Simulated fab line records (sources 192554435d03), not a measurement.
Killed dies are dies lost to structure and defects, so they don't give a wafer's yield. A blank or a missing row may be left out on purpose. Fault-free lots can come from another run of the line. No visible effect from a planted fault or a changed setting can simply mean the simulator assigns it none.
Comparing a struck lot with a sound one | flow n5 finfet | 16 out of 1938 route steps
Sound: wafers L831.1, L831.3, L831.4. Struck: wafers L826.4, L826.5 (left out: L826.6, a lot-mate that was not struck); the cause follows at the end.
Per side, at each step with rows, come the tool, then ch with its chambers, and then its first start. Under that, the readings that differ: sound wafers | struck wafers | difference of the means | sigmas: that difference in standard deviations of wafers without a fault.
alike: a reading whose means differ by less than 2 such deviations, as well as words and numbers matching on both sides. not compared: withheld readings; readings where some wafer has no value; bounds like >300 that might hide an equal value; numbers whose values overlap and for which the record gives no deviation.
The two part at a step that has a row with sigmas, a row that says differs or no value, or rows on one side only. When numbers do not overlap yet have no deviation, they are printed without sigmas and do not part them. Lack of a reading on every wafer of one side parts them only where that side has two or more wafers.

first, 4 steps without rows for these wafers: N5_BEOL_M9_HM_STRIP_39 (strips TiN in peroxide tin strip, target depth 25 nm, time 158 s); N5_BEOL_M9_SRD_40 (time 30 s); N5_BEOL_M9_PRECLEAN_42 (cleans in residue remover, time 60 s); N5_BEOL_M9_SRD_43 (time 30 s).
N5_BEOL_M9_CD_MEAS_35: target cd 70 nm, target cd y 40 nm.
  struck on cd sem-01, day 11 23:53; sound on cd sem-01, day 13 15:46
  alike: cd nm
then, 1 step without rows for these wafers: N5_BEOL_M9_CURE_72 (cures SiCOH lowk, time 120 s).
N5_BEOL_M9_DEGAS_44: time 60 s.
  struck on pvd sputter-01, day 12 01:59; sound on pvd sputter-03, day 13 18:09
  alike: heater power w
N5_BEOL_M9_PRE_CLEAN_45: time 30 s.
  struck on pvd sputter-01, day 12 02:02; sound on pvd sputter-03, day 13 18:11
  alike: heater power w
N5_BEOL_M9_ALD_74: deposits TaN, target thk 2 nm, pulse time 2 s, purge time 3 s.
  sound on ald metal-02 ch 0,1,3, day 13 18:15; struck on ald metal-02 ch 1,2, day 12 02:08
  alike: heater power w
  not compared: since wet clean h
then, 2 steps without rows for these wafers: N5_BEOL_M9_SURFACE_TREAT_79; N5_BEOL_M9_CVD_78 (deposits Co from CCTBA/H2, target thk 2 nm, time 138.9 s).
N5_BEOL_M9_SPUTTER_48: material Cu, target thk 12 nm, time 2 s.
  struck on pvd sputter-01, day 12 02:49; sound on pvd sputter-03, day 13 18:45
  alike: throttle valve pct
N5_BEOL_M9_ECD_50: material Cu, target thk 318 nm.
  sound on ecd cu-02 ch 0,1, day 13 18:52; struck on ecd cu-01 ch 0, day 12 02:58
  reading                                | sound             | struck    | difference | sigmas
  model.Cu_of_BEOL_M9_ECD_50.thk nm (nm) | 311.8 313.4 316.6 | 217.6 217 | -96.6      |
N5_BEOL_M9_ANNEAL_51: time 90 s.
  sound on rtp anneal-02 ch 0, day 13 18:59; struck on rtp anneal-02 ch 0, day 12 03:11
  alike: anneal temp c, wafer_temp_C_max
N5_BEOL_M9_CMP_52: polishes, stops on SiCOH lowk, t overpolish 7 s, target thk 140 nm.
  sound on cmp-02 ch 0,2,3, day 13 19:16; struck on cmp-04 ch 0,3, day 12 03:21
  reading                | sound    | struck | difference | sigmas
  time to endpoint s (s) | 65 64 62 | 47 49  | -16        | -5
  alike: clearing platen down force psi, motor current A
N5_BEOL_M9_THK_MEAS_53: measures by xrf.
  struck on film metro-02, day 12 03:38; sound on film metro-01, day 13 19:34
  alike: M9_THK

## WHERE THEY PART
At N5_BEOL_M9_CMP_52 and nowhere else, as far as this record goes. Later steps at which nothing parts them and some readings are alike: N5_BEOL_M9_THK_MEAS_53.

WHY: what had been put in by the simulator
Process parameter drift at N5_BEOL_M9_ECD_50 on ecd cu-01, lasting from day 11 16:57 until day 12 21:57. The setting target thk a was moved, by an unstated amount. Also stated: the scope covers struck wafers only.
